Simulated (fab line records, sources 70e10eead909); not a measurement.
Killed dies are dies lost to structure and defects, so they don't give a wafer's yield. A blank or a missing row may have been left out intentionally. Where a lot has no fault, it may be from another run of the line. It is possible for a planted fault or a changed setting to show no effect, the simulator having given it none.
Shared-tool check :: flow nand harc :: 7 lots, 21 wafers sampled

== WHY THIS WAS OPENED ==
At NHARC_END_SORT_01 the reading killed at periphery is flagged on 2 of 7 lots. No-fault wafers: 3.3, standard deviation 2.2.
Rule: flag the lot when none of its wafers has a number, or when each of its wafers that has one lies beyond 4 standard deviations from that mean. The rest of the lots are taken to be sound.

lot: L783
measured: day 19 14:13
on: prober-02
killed at periphery, wafer by wafer: 1 5 2
flag: 

lot: L781
measured: day 19 23:44
on: prober-01
killed at periphery, wafer by wafer: 5 3 1
flag: 

lot: L782
measured: day 20 15:15
on: prober-02
killed at periphery, wafer by wafer: 3 0 1
flag: 

lot: L788
measured: day 21 11:03
on: prober-01
killed at periphery, wafer by wafer: 6 4 4
flag: 

lot: L790
measured: day 22 01:54
on: prober-02
killed at periphery, wafer by wafer: 5 2 1
flag: 

lot: L789
measured: day 23 04:03
on: prober-02
killed at periphery, wafer by wafer: 19 30 26
flag: FLAGGED

lot: L793
measured: day 23 11:52
on: prober-01
killed at periphery, wafer by wafer: 25 24 23
flag: FLAGGED
Average over the flagged lots: 24.5; offset from the usual +21.2, equal to +10 standard deviations.

== TOOL THAT RAN EACH LOT ==
The record holds 3 process steps before the reading, out of a route of 1159 steps. In each cell: the tool, then ch and the chambers that the sampled wafers went through, then the start.
lot: L783
flag: 
NHARC_P_M1_PVD_21: pvd sputter-03, day 7 06:33 or earlier
NHARC_P_M1_ANNEAL_31: rtp anneal-01 ch 0, day 7 06:33
NHARC_P_M1_CMP_23: cmp-03 ch 0,1, day 7 06:54

lot: L781
flag: 
NHARC_P_M1_PVD_21: pvd sputter-02, day 7 02:16 or earlier
NHARC_P_M1_ANNEAL_31: rtp anneal-01 ch 0, day 7 02:16
NHARC_P_M1_CMP_23: cmp-03 ch 0,1,3, day 7 02:35

lot: L782
flag: 
NHARC_P_M1_PVD_21: pvd sputter-01, day 7 06:04 or earlier
NHARC_P_M1_ANNEAL_31: rtp anneal-02 ch 0, day 7 06:04
NHARC_P_M1_CMP_23: cmp-02 ch 0,1,3, day 7 06:30

lot: L788
flag: 
NHARC_P_M1_PVD_21: pvd sputter-03, day 8 11:38 or earlier
NHARC_P_M1_ANNEAL_31: rtp anneal-01 ch 0, day 8 11:38
NHARC_P_M1_CMP_23: cmp-03 ch 0,2,3, day 8 11:55

lot: L790
flag: 
NHARC_P_M1_PVD_21: pvd sputter-03, day 9 04:48 or earlier
NHARC_P_M1_ANNEAL_31: rtp anneal-02 ch 0, day 9 04:48
NHARC_P_M1_CMP_23: cmp-03 ch 0,3, day 9 05:08

lot: L789
flag: FLAGGED
NHARC_P_M1_PVD_21: pvd sputter-02, day 9 05:16 or earlier
NHARC_P_M1_ANNEAL_31: rtp anneal-02, day 9 05:16
NHARC_P_M1_CMP_23: cmp-02 ch 0,2, day 9 05:33

lot: L793
flag: FLAGGED
NHARC_P_M1_PVD_21: pvd sputter-01, day 9 21:20 or earlier
NHARC_P_M1_ANNEAL_31: rtp anneal-01, day 9 21:20
NHARC_P_M1_CMP_23: cmp-04 ch 0,2,3, day 9 21:40
What is done by these steps:
- NHARC_P_M1_PVD_21: deposits Cu, target thk 30 nm, time 20.49 s.
- NHARC_P_M1_ANNEAL_31: time 90 s.
- NHARC_P_M1_CMP_23: polishes, t overpolish 20 s, target thk 157.82 nm.
- NHARC_END_SORT_01

== FLAGGED AGAINST TOTAL, ONE TOOL AT A TIME (gauges that did the reading follow at the end) ==
step: NHARC_P_M1_PVD_21
tool: pvd sputter-01
lots run: 2
flagged: 1
share of the flagged lots: some
sound lots run after its first flagged lot: 0

step: NHARC_P_M1_PVD_21
tool: pvd sputter-02
lots run: 2
flagged: 1
share of the flagged lots: some
sound lots run after its first flagged lot: 0

step: NHARC_P_M1_PVD_21
tool: pvd sputter-03
lots run: 3
flagged: 0
share of the flagged lots: none
sound lots run after its first flagged lot: -

step: NHARC_P_M1_ANNEAL_31
tool: rtp anneal-01
lots run: 4
flagged: 1
share of the flagged lots: some
sound lots run after its first flagged lot: 0

step: NHARC_P_M1_ANNEAL_31
tool: rtp anneal-02
lots run: 3
flagged: 1
share of the flagged lots: some
sound lots run after its first flagged lot: 0

step: NHARC_P_M1_CMP_23
tool: cmp-02
lots run: 2
flagged: 1
share of the flagged lots: some
sound lots run after its first flagged lot: 0

step: NHARC_P_M1_CMP_23
tool: cmp-03
lots run: 4
flagged: 0
share of the flagged lots: none
sound lots run after its first flagged lot: -

step: NHARC_P_M1_CMP_23
tool: cmp-04
lots run: 1
flagged: 1
share of the flagged lots: some
sound lots run after its first flagged lot: 0

step: NHARC_END_SORT_01
tool: prober-01
lots run: 3
flagged: 1
share of the flagged lots: some
sound lots run after its first flagged lot: 0

step: NHARC_END_SORT_01
tool: prober-02
lots run: 4
flagged: 1
share of the flagged lots: some
sound lots run after its first flagged lot: 0
NHARC_P_M1_PVD_21 gives no start for some lots, so the hours and the order of its lots are those of NHARC_P_M1_ANNEAL_31.

== THE TABLE: WHAT IT ALLOWS ==
No row of the table ran every flagged lot.

== WHAT THE SIMULATOR PUT IN ==
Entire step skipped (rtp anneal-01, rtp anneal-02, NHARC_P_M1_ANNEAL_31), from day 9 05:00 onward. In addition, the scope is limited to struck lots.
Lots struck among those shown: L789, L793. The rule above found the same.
